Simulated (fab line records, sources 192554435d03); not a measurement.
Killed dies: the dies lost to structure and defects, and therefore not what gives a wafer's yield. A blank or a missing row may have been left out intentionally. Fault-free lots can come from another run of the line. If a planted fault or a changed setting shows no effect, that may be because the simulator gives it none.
Problem report, 8D (eight disciplines) form, completed by code    flow n5_finfet    the parts of the form that need people (team, actions taken, sign-off) are left out

## 1. WHAT IS WRONG
time_to_endpoint_s at N5_BEOL_M14_CMP_49 reads a mean of 83 s on 2 wafers of 2 lots; wafers without a fault read 121 s with a standard deviation of 5.7. That is -6.7 standard deviations from the usual mean.
The step: polishes, stops on SiO2, t overpolish 5.2 s, target thk 560 nm.
The first sign was on wafer L249.1 at day 16 00:10, on cmp-02. At this step, 32 wafers from 11 lots have a number in the record. The rule behind "out" and "out of limits": a value lying over 4 standard deviations away from the usual mean. All remaining wafers that have a number are taken as sound.

## 2. WHAT IT IS, WHAT IT ISN'T
question                     is                  is not
which readings at this step  time_to_endpoint_s  motor_current_A
which lots                   L249, L252          L239, L241, L242, L245, L247, L254, L256, L260, L261
which wafers of those lots   L249.1, L252.1      L249.2, L249.4, L252.2, L252.6
read on which tools          cmp-01, cmp-02      cmp-03
when                         from day 16 00:10   up to then (16 sound wafers); but 14 sound wafers of L252, L254, L256, L260, L261 came after

## 3. WHAT RULES OUT EACH SUSPECT
Counting: any tool at a process step up to the reading remains a suspect provided it ran every lot that is out. Sound lots after the first of them don't rule it out here, since some wafers of a struck lot are sound.
- rie_diel-05 at N5_BEOL_M14_TRENCH_ETCH_34 (etches SiO2 in C4F8/O2/Ar, target depth 556.65 nm, time 126.9 s): kept. Every lot that is out went through it, the first being L249 (day 15 19:22); the last sound lot it ran before that was L245 (day 15 16:18).
- ecd_cu-02 at N5_BEOL_M14_ECD_47 (material Cu, target thk 1248 nm): kept. Every lot that is out went through it, the first being L249 (day 15 23:35); the last sound lot it ran before that was L241 (day 14 02:30).
What counting leaves: rie_diel-05 at N5_BEOL_M14_TRENCH_ETCH_34 and ecd_cu-02 at N5_BEOL_M14_ECD_47.

## 4. THE CAUSE (what the simulator had put in)
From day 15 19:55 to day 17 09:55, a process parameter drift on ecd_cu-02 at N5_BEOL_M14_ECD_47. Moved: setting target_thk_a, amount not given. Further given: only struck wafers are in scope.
Counting leaves 2 suspects; this tool is one of them.

## 5. SEQUENCE OF EFFECTS, ordered by route
Rows list readings where the struck wafers' mean (over those with a number) sits beyond 3 standard deviations from the usual. Only readings for which the record gives a usual standard deviation are gone through. hours: the time from each lot's start at the first step in this table that gives one to its start at this step, as a median over the lots. sigmas: the change in usual standard deviations.
hours  step                reading             usual  on struck wafers  change  sigmas
0      N5_BEOL_M14_CMP_49  time_to_endpoint_s  121 s  83                -38     -6.7
Here are the process steps it includes:
- N5_BEOL_M14_CMP_49: polishes, stops on SiO2, t overpolish 5.2 s, target thk 560 nm.

## 6. HOW IT WOULD HAVE BEEN CAUGHT EARLIER
4 hours passed between the start of the fault at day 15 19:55 and the first reading out of limits in this record, taken at day 16 00:10.
Among the 2 lots that are out, L252 began N5_BEOL_M14_ECD_47 on ecd_cu-02 after day 16 00:10. A hold on the tool at that time would have spared it.
